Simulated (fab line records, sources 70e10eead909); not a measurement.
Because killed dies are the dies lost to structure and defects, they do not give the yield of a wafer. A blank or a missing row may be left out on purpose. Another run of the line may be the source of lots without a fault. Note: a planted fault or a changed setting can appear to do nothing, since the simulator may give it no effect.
The tool behind it: which one? + flow nand harc + Sampling: 11 lots, 33 wafers, 6 of 1159 route steps

== WHAT EACH GAUGE READ, for each wafer ==
NHARC_A_M1_CD_MEAS_09 targets a cd of 120 nm. Usual: cd nm 119.8 nm, standard deviation 0.47.
| lot  | measured     | on        | cd nm (nm)        | flag |
|------|--------------|-----------|-------------------|------|
| L797 | day 18 08:05 | cd sem-03 | 119.8 119.9 119.8 |      |
| L800 | day 18 08:38 | cd sem-01 | 119.7 119.5 119.6 |      |
| L801 | day 19 10:29 | cd sem-01 | 119.5 120.0 119.4 |      |
| L802 | day 19 10:48 | cd sem-01 | 120.2 120.6 120.0 |      |
| L805 | day 20 01:37 | cd sem-02 | 119.6 119.0 118.9 |      |
| L806 | day 20 06:45 | cd sem-03 | 119.0 118.8 120.1 |      |
| L804 | day 20 07:03 | cd sem-03 | 119.9 120.1 120.4 |      |
| L809 | day 20 14:01 | cd sem-03 | 119.9 119.6 120.1 |      |
| L814 | day 22 07:53 | cd sem-01 | 125.7 125.7 126.2 | OFF  |
| L816 | day 22 09:17 | cd sem-02 | 124.8 124.9 125.7 | OFF  |
| L819 | day 23 18:43 | cd sem-02 | 119.8 120.1 119.2 |      |

NHARC_A_M1_INSPECT_11. Usual: raw defect count 30, standard deviation 11.
| lot  | measured     | on                | raw defect count | flag |
|------|--------------|-------------------|------------------|------|
| L797 | day 18 08:13 | defect inspect-01 | 35 33 33         |      |
| L800 | day 18 08:45 | defect inspect-02 | 27 29 18         |      |
| L801 | day 19 10:37 | defect inspect-01 | 25 24 25         |      |
| L802 | day 19 10:56 | defect inspect-01 | 23 32 31         |      |
| L805 | day 20 01:45 | defect inspect-01 | 19 27 23         |      |
| L806 | day 20 06:53 | defect inspect-01 | 23 31 19         |      |
| L804 | day 20 07:10 | defect inspect-01 | 33 29 43         |      |
| L809 | day 20 14:08 | defect inspect-01 | 24 27 29         |      |
| L814 | day 22 08:01 | defect inspect-02 | 30 32 41         |      |
| L816 | day 22 09:25 | defect inspect-01 | 25 16 19         |      |
| L819 | day 23 18:50 | defect inspect-01 | 16 28 18         |      |

NHARC_END_SORT_01. Usual: defect limited yield 95.4 %, standard deviation 1.3; killed at array 27, standard deviation 8; killed at other 0.8, standard deviation 1.2; killed at periphery 3.3, standard deviation 2.3; killed dies 31, standard deviation 8.8; killed open 3.2, standard deviation 2.1; killed short 2.1, standard deviation 1.4; sort_bin_2_pct 1.4 %, standard deviation 0.55; sort_bin_3_pct 0.25 %, standard deviation 0.2; sort_bin_4_pct 2.9 %, standard deviation 0.92; sort n pass 646, standard deviation 8.8; sort rim yield pct 95.5 %, standard deviation 2.7; sort yield pct 95.4 %, standard deviation 1.3.
| lot  | measured     | on        | defect limited yield (%) | killed at array | killed at other | killed at periphery | killed dies | killed open | killed short | sort_bin_2_pct (%) | sort_bin_3_pct (%) | sort_bin_4_pct (%) | sort n pass | sort rim yield pct (%) | sort yield pct (%) | flag |
|------|--------------|-----------|--------------------------|-----------------|-----------------|---------------------|-------------|-------------|--------------|--------------------|--------------------|--------------------|-------------|------------------------|--------------------|------|
| L797 | day 20 05:32 | prober-02 | 95.1 94.8 95.4           | 33 35 28        | 0 0 1           | 0 0 2               | 33 35 31    | 3 5 2       | 3 1 3        | 1.5 0.6 0.7        | 0 0.44 0.44        | 3.4 4.1 3.4        | 644 642 646 | 95.3 96.2 94.3         | 95.1 94.8 95.4     |      |
| L800 | day 19 21:44 | prober-02 | 95.7 95.4 97.3           | 28 29 17        | 1 0 0           | 0 2 1               | 29 31 18    | 3 4 7       | 2 3 1        | 1.6 1.6 0.6        | 0 0.15 0           | 2.7 2.8 2.1        | 648 646 659 | 98.1 98.1 98.1         | 95.7 95.4 97.3     |      |
| L801 | day 21 03:27 | prober-02 | 96.0 96.5 96.3           | 25 21 25        | 0 1 0           | 2 2 0               | 27 24 25    | 5 4 1       | 4 1 1        | 1.3 1.0 1.6        | 0.15 0.15 0        | 2.5 2.4 2.1        | 650 653 652 | 91.5 97.2 97.2         | 96.0 96.5 96.3     |      |
| L802 | day 21 03:25 | prober-01 | 96.2 95.6 95.9           | 24 25 25        | 1 3 1           | 1 2 2               | 26 30 28    | 3 2 1       | 1 2 1        | 1.0 1.6 1.3        | 0.15 0.30 0.15     | 2.7 2.5 2.7        | 651 647 649 | 98.1 94.3 93.4         | 96.2 95.6 95.9     |      |
| L805 | day 21 13:59 | prober-02 | 97.2 95.4 96.6           | 16 27 21        | 0 0 0           | 3 4 2               | 19 31 23    | 3 4 3       | 2 3 0        | 1.0 2.1 1.3        | 0.15 0 0.15        | 1.6 2.5 1.9        | 658 646 654 | 96.2 94.3 96.2         | 97.2 95.4 96.6     |      |
| L806 | day 21 21:26 | prober-01 | 97.5 96.5 97.2           | 16 22 14        | 0 0 1           | 1 2 4               | 17 24 19    | 3 1 3       | 2 2 2        | 0.9 1.3 0.6        | 0 0.30 0.15        | 1.6 1.9 2.1        | 660 653 658 | 96.2 90.6 95.3         | 97.5 96.5 97.2     |      |
| L804 | day 21 21:49 | prober-02 | 94.4 94.5 94.7           | 33 30 32        | 1 0 0           | 4 7 4               | 38 37 36    | 3 4 4       | 5 1 1        | 1.9 1.3 2.1        | 0.44 0.15 0.15     | 3.2 4.0 3.1        | 639 640 641 | 97.2 96.2 88.7         | 94.4 94.5 94.7     |      |
| L809 | day 22 07:11 | prober-02 | 95.7 95.3 96.2           | 25 29 25        | 1 3 0           | 3 0 1               | 29 32 26    | 3 8 4       | 5 4 0        | 1.6 1.0 1.0        | 0.44 0.15 0.44     | 2.2 3.5 2.4        | 648 645 651 | 91.5 94.3 97.2         | 95.7 95.3 96.2     |      |
| L814 | day 23 22:02 | prober-02 | 95.0 94.2 94.2           | 27 32 32        | 0 0 0           | 7 7 7               | 34 39 39    | 1 8 2       | 3 3 1        | 1.3 1.6 0.7        | 0.30 0.44 0.89     | 3.4 3.7 4.1        | 643 638 638 | 92.5 95.3 91.5         | 95.0 94.2 94.2     |      |
| L816 | day 23 21:58 | prober-01 | 95.6 96.5 96.3           | 28 21 23        | 0 0 0           | 2 3 2               | 30 24 25    | 1 6 4       | 3 3 1        | 1.2 0.9 1.6        | 0.15 0.15 0.15     | 3.1 2.5 1.9        | 647 653 652 | 97.2 95.3 99.1         | 95.6 96.5 96.3     |      |
| L819 | day 25 05:31 | prober-02 | 97.3 95.0 97.0           | 14 29 18        | 0 3 0           | 4 2 2               | 18 34 20    | 3 2 2       | 0 3 4        | 0.7 1.0 1.0        | 0.15 0.30 0.30     | 1.8 3.7 1.6        | 659 643 657 | 99.1 96.2 96.2         | 97.3 95.0 97.0     |      |

== TOOL THAT RAN EACH LOT (tool first, then ch and the chambers of the sampled wafers, then the start) ==
| lot  | NHARC_A_M0_PRE_CLEAN_31         | NHARC_A_M1_PEB_07                 | NHARC_A_M1_STRIP_18                |
|------|---------------------------------|-----------------------------------|------------------------------------|
| L797 | pecvd-01 ch 0,1, day 18 06:48   | litho track-06 ch 0, day 18 08:00 | rie diel-11 ch 0,3, day 18 08:39   |
| L800 | pecvd-01 ch 0,1,2, day 18 07:13 | litho track-01 ch 0, day 18 08:33 | rie diel-01 ch 0,1,2, day 18 09:17 |
| L801 | pecvd-04 ch 1,2, day 19 09:17   | litho track-04 ch 0, day 19 10:24 | rie diel-01 ch 0,2,3, day 19 11:04 |
| L802 | pecvd-01 ch 0,2, day 19 09:28   | litho track-04 ch 0, day 19 10:43 | rie diel-11 ch 0,3, day 19 11:26   |
| L805 | pecvd-04 ch 0,1,2, day 20 00:17 | litho track-04 ch 0, day 20 01:32 | rie diel-01 ch 0,2,3, day 20 02:11 |
| L806 | pecvd-04 ch 1,2, day 20 05:34   | litho track-01 ch 0, day 20 06:40 | rie diel-01 ch 1,2, day 20 07:22   |
| L804 | pecvd-01 ch 0,1,2, day 20 05:51 | litho track-06 ch 0, day 20 06:58 | rie diel-11 ch 0,2, day 20 07:38   |
| L809 | pecvd-01 ch 0,1,2, day 20 12:41 | litho track-01 ch 0, day 20 13:56 | rie diel-11 ch 0,2,3, day 20 14:40 |
| L814 | pecvd-01 ch 1,2, day 22 06:35   | litho track-06 ch 0, day 22 07:49 | rie diel-01 ch 1,2,3, day 22 08:29 |
| L816 | pecvd-04 ch 0,1,2, day 22 07:45 | litho track-06 ch 0, day 22 09:13 | rie diel-01 ch 1,2,3, day 22 09:51 |
| L819 | pecvd-01 ch 1,2, day 23 17:24   | litho track-04 ch 0, day 23 18:38 | rie diel-06 ch 0,2,3, day 23 19:17 |
- NHARC_A_M0_PRE_CLEAN_31: time 12 s.
- NHARC_A_M1_PEB_07: peb time 65 s.
- NHARC_A_M1_STRIP_18: strips in N2/H2.

== AS READ BY THE TOOLS THEMSELVES (means over the sampled wafers that have a number; for cases with no such wafer, the mark the record gives instead) ==
NHARC_A_M0_PRE_CLEAN_31. Usual: heater power w 628 W, standard deviation 73; susceptor temp C 369.96 C, standard deviation 0.21.
| lot  | tool     | heater power w (W) | susceptor temp C (C) | flag |
|------|----------|--------------------|----------------------|------|
| L797 | pecvd-01 | 696                | 369.95               |      |
| L800 | pecvd-01 | 678                | 369.86               |      |
| L801 | pecvd-04 | 566                | 369.88               |      |
| L802 | pecvd-01 | 571                | 369.86               |      |
| L805 | pecvd-04 | 537                | 369.73               |      |
| L806 | pecvd-04 | 563                | 370.10               |      |
| L804 | pecvd-01 | 643                | 369.92               |      |
| L809 | pecvd-01 | 644                | 369.87               |      |
| L814 | pecvd-01 | 611                | 369.93               |      |
| L816 | pecvd-04 | 564                | 370.13               |      |
| L819 | pecvd-01 | 662                | 369.94               |      |

NHARC_A_M1_PEB_07. Usual: heater power total W 156.6 W, standard deviation 0.41; plate temp C 100.02 C, standard deviation 0.13; resist line temp C 23.02 C, standard deviation 0.11.
| lot  | tool           | heater power total W (W) | plate temp C (C) | resist line temp C (C) | flag |
|------|----------------|--------------------------|------------------|------------------------|------|
| L797 | litho track-06 | 156.3                    | 99.87            | 23.13                  |      |
| L800 | litho track-01 | 156.8                    | 100.20           | 22.96                  |      |
| L801 | litho track-04 | 156.3                    | 99.93            | 23.03                  |      |
| L802 | litho track-04 | 157.0                    | 100.22           | 23.01                  |      |
| L805 | litho track-04 | 156.7                    | 100.23           | 23.15                  |      |
| L806 | litho track-01 | 157.0                    | 100.16           | 22.97                  |      |
| L804 | litho track-06 | 156.1                    | 99.98            | 23.06                  |      |
| L809 | litho track-01 | 157.1                    | 99.98            | 22.91                  |      |
| L814 | litho track-06 | 160.2                    | 101.75           | 23.08                  | OFF  |
| L816 | litho track-06 | 160.2                    | 101.87           | 23.09                  | OFF  |
| L819 | litho track-04 | 156.4                    | 100.03           | 22.84                  |      |

NHARC_A_M1_STRIP_18. Usual: drypump motor current A 6.0 A, standard deviation 0.35; oes product au 1.006 a.u., standard deviation 0.0089; rf vpp V 90.6 V, standard deviation 0.84; showerhead plenum p Torr 2.02 Torr, standard deviation 0.069; throttle valve pct 14.171 %, standard deviation 0.0094.
| lot  | tool        | drypump motor current A (A) | oes product au (a.u.) | rf vpp V (V) | showerhead plenum p Torr (Torr) | throttle valve pct (%) | flag |
|------|-------------|-----------------------------|-----------------------|--------------|---------------------------------|------------------------|------|
| L797 | rie diel-11 | 5.9                         | 1.006                 | 91.1         | 2.03                            | 14.175                 |      |
| L800 | rie diel-01 | 5.8                         | 1.004                 | 90.1         | 1.97                            | 14.175                 |      |
| L801 | rie diel-01 | 6.0                         | 0.996                 | 90.4         | 1.97                            | 14.182                 |      |
| L802 | rie diel-11 | 5.8                         | 1.013                 | 90.3         | 2.03                            | 14.175                 |      |
| L805 | rie diel-01 | 6.0                         | 1.001                 | 90.6         | 1.97                            | 14.174                 |      |
| L806 | rie diel-01 | 5.8                         | 1.001                 | 90.2         | 1.96                            | 14.169                 |      |
| L804 | rie diel-11 | 6.3                         | 1.011                 | 89.9         | 2.07                            | 14.180                 |      |
| L809 | rie diel-11 | 6.1                         | 1.012                 | 91.4         | 2.06                            | 14.169                 |      |
| L814 | rie diel-01 | 6.0                         | 1.001                 | 90.1         | 1.96                            | 14.166                 |      |
| L816 | rie diel-01 | 6.0                         | 0.995                 | 89.9         | 1.96                            | 14.169                 |      |
| L819 | rie diel-06 | 5.5                         | 1.001                 | 90.0         | 2.01                            | 14.177                 |      |

== THE ANSWER, worked out from the rows above alone ==
Rule: lot off if the mean of its wafers having a number is beyond 3 standard deviations from the usual mean. A lot without any number at a reading at which 4 lots or more have one is off too. All remaining lots with rows at the step are treated as sound. First the gauges in route order, then the tools' own readings, where a lot's mean is used as printed above. At the first step where some lot is off, the reading lying furthest off is the one used; lots without a number count as furthest.
Off: L814, L816, at NHARC_A_M1_CD_MEAS_09 (cd nm).
If a tool, at a process step before that reading, ran all the lots that are off and no sound lot after the first of them, it fits. Not tried: the gauges at NHARC_A_M1_CD_MEAS_09; whatever is off there is also off at NHARC_A_M1_PEB_07, on other tools, and gauge error can't account for it. One fits: NHARC_A_M1_PEB_07 on litho track-06. Its last sound lot is L804 (day 20 06:58), its first lot that is off L814 (day 22 07:49): a fault that began between those two fits.
The tool's own readings at NHARC_A_M1_PEB_07 bear it out: on the lots that are off they differ by more than 5 times the standard deviation of the sound lots' means. heater power total W reads 160.2 W there against 156.6 W on the sound lots; plate temp C reads 101.81 C there against 100.07 C on the sound lots.

== WHAT HAD BEEN PUT IN BY THE SIMULATOR ==
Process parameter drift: litho track-06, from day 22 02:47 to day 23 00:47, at NHARC_A_M1_PEB_07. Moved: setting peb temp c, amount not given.
Lots struck among those shown: L814, L816. The rule above reached the same finding.
